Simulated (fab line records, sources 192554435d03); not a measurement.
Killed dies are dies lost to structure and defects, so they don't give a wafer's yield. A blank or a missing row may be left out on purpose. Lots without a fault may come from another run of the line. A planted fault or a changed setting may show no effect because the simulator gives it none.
Problem report in the 8D (eight disciplines) form, filled by code | flow n5_finfet | the parts of the form that need people (team, actions taken, sign-off) are left out

1. THE PROBLEM
spin_speed_rpm at N5_BEOL_M9_COAT_22 reads a mean of 1375.8 rpm on 6 wafers of 2 lots; wafers without a fault read 1500.0 rpm with a standard deviation of 1.1. That is -99 or more standard deviations from the usual mean.
The step: resist thk 30 nm.
First seen on wafer L511.2, day 11 09:37, on litho_track-05. The record holds 31 wafers of 11 lots with a number at this step. Rule for "out", or "out of limits": more than 4 standard deviations from the usual mean. The other wafers with a number count as sound.

2. WHAT IT IS AND WHAT IT IS NOT
question                    | is                     | is not
which readings at this step | spin_speed_rpm         | -
which lots                  | L510, L511             | L503, L505, L508, L509, L519, L521, L523, L525, L526
which wafers of those lots  | all that have a number | -
read on which tools         | litho_track-05         | litho_track-01
when                        | from day 11 09:37      | up to then (12 sound wafers); but 13 sound wafers of L519, L521, L523, L525, L526 came after

3. SUSPECTS, AND WHAT RULES EACH OUT
Counting: a tool at a process step up to the reading stays a suspect if it ran every lot that is out and no sound lot after the first of them.
- pecvd-01 at N5_BEOL_M9_ILD_DEP_00 (deposits SiCOH lowk from DEMS/porogen, target thk 308.51 nm, time 58 s): ruled out as a lasting fault. Sound lots L526 ran on it after its first lot that is out, L511 (day 11 05:20).
- litho_track-05 at N5_BEOL_M9_COAT_22 (resist thk 30 nm): ruled out as a lasting fault. Sound lots L523, L526 ran on it after its first lot that is out, L511 (day 11 09:37).
Left after counting: nothing in the record.

4. THE CAUSE (what the simulator had put in)
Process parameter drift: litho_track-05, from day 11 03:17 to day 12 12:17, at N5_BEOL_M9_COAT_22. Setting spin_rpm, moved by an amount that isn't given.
Counting ruled it out, wrongly.

5. THE CHAIN OF EFFECTS, in route order
Each row: a reading whose mean over the struck wafers that have a number lies more than 3 standard deviations from the usual. Only readings for which the record gives a usual standard deviation are gone through. hours: the time from each lot's start at the first step in this table that gives one to its start at this step, as a median over the lots. sigmas: the change in usual standard deviations.
hours | step               | reading        | usual      | on struck wafers | change | sigmas
0     | N5_BEOL_M9_COAT_22 | spin_speed_rpm | 1500.0 rpm | 1375.8           | -124.2 | -99 or more
The process steps in it:
- N5_BEOL_M9_COAT_22: resist thk 30 nm.

6. WHAT WOULD HAVE CAUGHT IT SOONER
In this record the first reading out of limits was taken at day 11 09:37, 6 hours after the fault began at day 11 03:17.
